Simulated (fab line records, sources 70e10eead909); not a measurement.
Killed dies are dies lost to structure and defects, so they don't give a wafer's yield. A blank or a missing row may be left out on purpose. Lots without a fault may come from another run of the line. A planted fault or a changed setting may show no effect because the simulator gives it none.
Which tool did it? | flow nand_harc | 12 lots, 36 wafers sampled, at 1 step of a route of 1159

WHAT THE GAUGES READ, wafer by wafer
NHARC_A_CHANNEL_FILL_D1_INSPECT_13.
lot  | measured     | on                | raw_defect_count
L076 | day 11 02:02 | defect_inspect-01 | 317 165 153
L078 | day 11 08:23 | defect_inspect-02 | 753 371 395
L077 | day 11 16:22 | defect_inspect-02 | 275 432 232
L080 | day 12 05:01 | defect_inspect-02 | 248 446 238
L082 | day 12 18:58 | defect_inspect-02 | 397 151 215
L087 | day 14 00:01 | defect_inspect-01 | 281 230 304
L086 | day 14 03:28 | defect_inspect-01 | 478 332 406
L089 | day 14 12:41 | defect_inspect-02 | 317 339 368
L091 | day 14 17:51 | defect_inspect-02 | 505 188 257
L093 | day 15 09:25 | defect_inspect-01 | 252 347 227
L095 | day 15 15:43 | defect_inspect-01 | 445 295 267
L097 | day 16 15:31 | defect_inspect-01 | 122 134 136

WHICH TOOL RAN EACH LOT (tool, then ch and the chambers of the sampled wafers, then the start)
The record holds no process step before these readings.

THE ANSWER, worked out from the rows above alone
Rule: what is usual is taken from the lots themselves. Put in order of their means at a reading, lots are off if they are a third of the lots or fewer, leave a main group of 4 or more, and stand apart from it by a gap of 3 or more times the standard deviation of the main group's means; of several such gaps the widest counts. A main group whose means are all the same, to the digits that the tables above print for the reading, isn't used. A lot without any number at a reading at which 4 lots or more have one is off too. The other lots that the step has rows for count as sound.
No lot is off at any reading shown: from this, nothing can be told.

WHAT THE SIMULATOR HAD PUT IN
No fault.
